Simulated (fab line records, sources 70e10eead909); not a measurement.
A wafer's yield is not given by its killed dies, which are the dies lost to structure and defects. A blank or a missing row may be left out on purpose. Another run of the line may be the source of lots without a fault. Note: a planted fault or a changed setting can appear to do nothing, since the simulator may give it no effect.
Shared-tool check ; flow nand_harc ; 11 lots, 39 wafers sampled

WHY IT WAS OPENED
Flagged at NHARC_A_CONTACT_OVL_MEAS_09: reading overlay_x_nm, on 2 of 11 lots. Wafers without a fault read -0.1 nm, standard deviation 0.9.
Rule: a lot is flagged in two cases, either no wafer of it has a number, or all its wafers with numbers fall more than 4 standard deviations from that mean. The other lots count as sound.

lot;measured;on;overlay_x_nm (nm), wafer by wafer;flag
L825;day 22 20:54;overlay-02;0.3 0.4 0.7;
L832;day 25 11:29;overlay-01;8.6 8.8 8.3 8.5 8.7 8.5;FLAGGED
L836;day 26 17:36;overlay-01;7.7 7.5 7.6 7.6 7.8 7.7;FLAGGED
L838;day 27 20:15;overlay-01;0.1 0.0 -0.5;
L839;day 28 00:32;overlay-01;-0.8 -1.7 -0.9;
L840;day 28 01:02;overlay-01;0.1 0.7 0.8;
L841;day 29 07:35;overlay-02;-1.3 -0.7 -0.8;
L844;day 29 20:44;overlay-01;-0.4 -0.9 -0.6;
L842;day 30 00:17;overlay-02;-0.5 -1.3 -0.4;
L846;day 31 05:16;overlay-02;-0.2 -1.2 -0.6;
L847;day 31 13:31;overlay-02;-1.5 -1.7 -2.0;
On average the flagged lots' numbers are 8.1 nm, which is +8.2 nm against the usual, or +9 standard deviations.

LOT BY LOT: THE TOOL USED
The record keeps 1 process step preceding the reading, out of 1302 steps on the route. Each cell gives the tool, then ch followed by the chambers the sampled wafers passed through, then the start.
lot;flag;NHARC_A_CONTACT_EXPOSE_05
L825;;arfi_scanner-03 ch 0, day 22 20:41
L832;FLAGGED;arfi_scanner-01 ch 0, day 25 11:15
L836;FLAGGED;arfi_scanner-01 ch 0, day 26 17:23
L838;;arfi_scanner-03 ch 0, day 27 20:02
L839;;arfi_scanner-02 ch 0, day 28 00:19
L840;;arfi_scanner-03 ch 0, day 28 00:48
L841;;arfi_scanner-02 ch 0, day 29 07:22
L844;;arfi_scanner-03 ch 0, day 29 20:30
L842;;arfi_scanner-03 ch 0, day 30 00:04
L846;;arfi_scanner-02 ch 0, day 31 05:02
L847;;arfi_scanner-02 ch 0, day 31 13:17
What is done by these steps:
- NHARC_A_CONTACT_EXPOSE_05: exposes mask A CC.
- NHARC_A_CONTACT_OVL_MEAS_09

FLAGGED OVER TOTAL, TOOL BY TOOL (the gauges that took the reading come last)
step;tool;lots run;flagged;share of the flagged lots;sound lots run after its first flagged lot
NHARC_A_CONTACT_EXPOSE_05;arfi_scanner-01;2;2;all;0
NHARC_A_CONTACT_EXPOSE_05;arfi_scanner-02;4;0;none;-
NHARC_A_CONTACT_EXPOSE_05;arfi_scanner-03;5;0;none;-
NHARC_A_CONTACT_OVL_MEAS_09;overlay-01;6;2;all;4 (L838,L839,L840,L844)
NHARC_A_CONTACT_OVL_MEAS_09;overlay-02;5;0;none;-

WHAT THE TABLE ALLOWS
Every flagged lot went through 2 rows of the table: arfi_scanner-01 at NHARC_A_CONTACT_EXPOSE_05 and overlay-01 at NHARC_A_CONTACT_OVL_MEAS_09.
- arfi_scanner-01 at NHARC_A_CONTACT_EXPOSE_05: 2 of its 2 lots flagged. With no sound lot run before its first flagged lot in this sample, there is nothing to narrow down the start.
- overlay-01 at NHARC_A_CONTACT_OVL_MEAS_09: 2 of its 6 lots flagged. Sound lots ran on it after the first flagged one (L838, L839, L840, L844), which a lasting fault on the whole tool wouldn't allow.
One tool is left: arfi_scanner-01 at NHARC_A_CONTACT_EXPOSE_05.

WHAT THE SIMULATOR PUT IN
Scanner matching overlay: arfi_scanner-01, from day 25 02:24 on, at NHARC_A_CONTACT_EXPOSE_05. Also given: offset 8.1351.
Lots struck among those shown: L832, L836. The rule above reached the same finding.
